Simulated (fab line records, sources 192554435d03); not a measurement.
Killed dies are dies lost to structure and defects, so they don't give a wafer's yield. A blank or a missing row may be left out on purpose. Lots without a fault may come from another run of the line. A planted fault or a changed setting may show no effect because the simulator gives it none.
Chamber matching | flow n5_finfet | N5_BEOL_M4_ALD_98 on ald_sin-02: 4 sister chambers
The step deposits SiO2, target thk 2.5 nm, pulse time 1 s, co reactant pulse time 1 s. 16 wafers are shown with their chamber, then 8 later ones without.

WAFERS WITH THEIR CHAMBER
wafer  | chamber | heater_power_w (W) | precursor_pulse_height_rel | susceptor_temp_C (C)
L074.1 | 3       | 85                 | 0.981                      | 99.89
L074.5 | 3       | 88                 | 0.994                      | 100.16
L074.6 | 0       | 73                 | 1.009                      | 99.79
L081.2 | 3       | 87                 | 0.977                      | 99.88
L081.3 | 1       | 77                 | 1.005                      | 99.92
L081.5 | 0       | 73                 | 1.042                      | 100.19
L082.2 | 0       | 74                 | 1.016                      | 100.24
L082.3 | 3       | 88                 | 0.980                      | 100.21
L082.6 | 2       | 79                 | 0.977                      | 99.90
L084.1 | 3       | 86                 | 0.987                      | 100.03
L084.4 | 1       | 75                 | 0.970                      | 99.82
L084.6 | 3       | 86                 | 1.007                      | 99.97
L085.1 | 0       | 74                 | 0.994                      | 100.03
L085.4 | 1       | 75                 | 1.022                      | 100.05
L085.6 | 3       | 87                 | 0.987                      | 100.10
L088.1 | 1       | 76                 | 0.997                      | 99.86

SIGNATURES (means of the wafers above)
reading                    | chamber 0 | chamber 1 | chamber 2 | chamber 3 | scatter within a chamber
heater_power_w             | 73.50     | 75.75     | 79.00     | 86.71     | 0.965
precursor_pulse_height_rel | 1.01525   | 0.99850   | 0.97700   | 0.98757   | 0.0165
susceptor_temp_C           | 100.0625  | 99.9125   | 99.9000   | 100.0343  | 0.145
Rule: a wafer's distance from a chamber is the root of the sum, over the readings, of the square of ((its reading less the chamber's mean) divided by the reading's scatter). The wafer belongs to the nearest chamber; if the next one is less than 2 further off, it can't be placed. The scatter: the root of (the sum of the squares of (reading less its chamber's mean) over the shown wafers, divided by (wafers less chambers)).

WAFERS WITHOUT THEIR CHAMBER
wafer  | heater_power_w (W) | precursor_pulse_height_rel | susceptor_temp_C (C)
L088.3 | 86                 | 0.989                      | 100.11
L088.5 | 85                 | 0.981                      | 100.05
L090.1 | 75                 | 1.013                      | 100.04
L090.2 | 78                 | 0.991                      | 100.15
L090.6 | 85                 | 1.000                      | 99.91
L092.2 | 78                 | 1.005                      | 99.93
L092.4 | 76                 | 1.010                      | 100.04
L092.6 | 78                 | 0.996                      | 99.99

WHICH CHAMBER EACH WENT THROUGH
wafer  | from the rows above     | in truth
L088.3 | 3                       | 3
L088.5 | 3                       | 3
L090.1 | can't be placed: 1 or 0 | 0
L090.2 | can't be placed: 2 or 1 | 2
L090.6 | 3                       | 3
L092.2 | can't be placed: 2 or 1 | 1
L092.4 | can't be placed: 1 or 0 | 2
L092.6 | can't be placed: 2 or 1 | 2
Placed correctly: 3 of 8. Can't be placed from these rows: 5 (the true chamber is among the candidates in 4). Placed wrongly: 0.
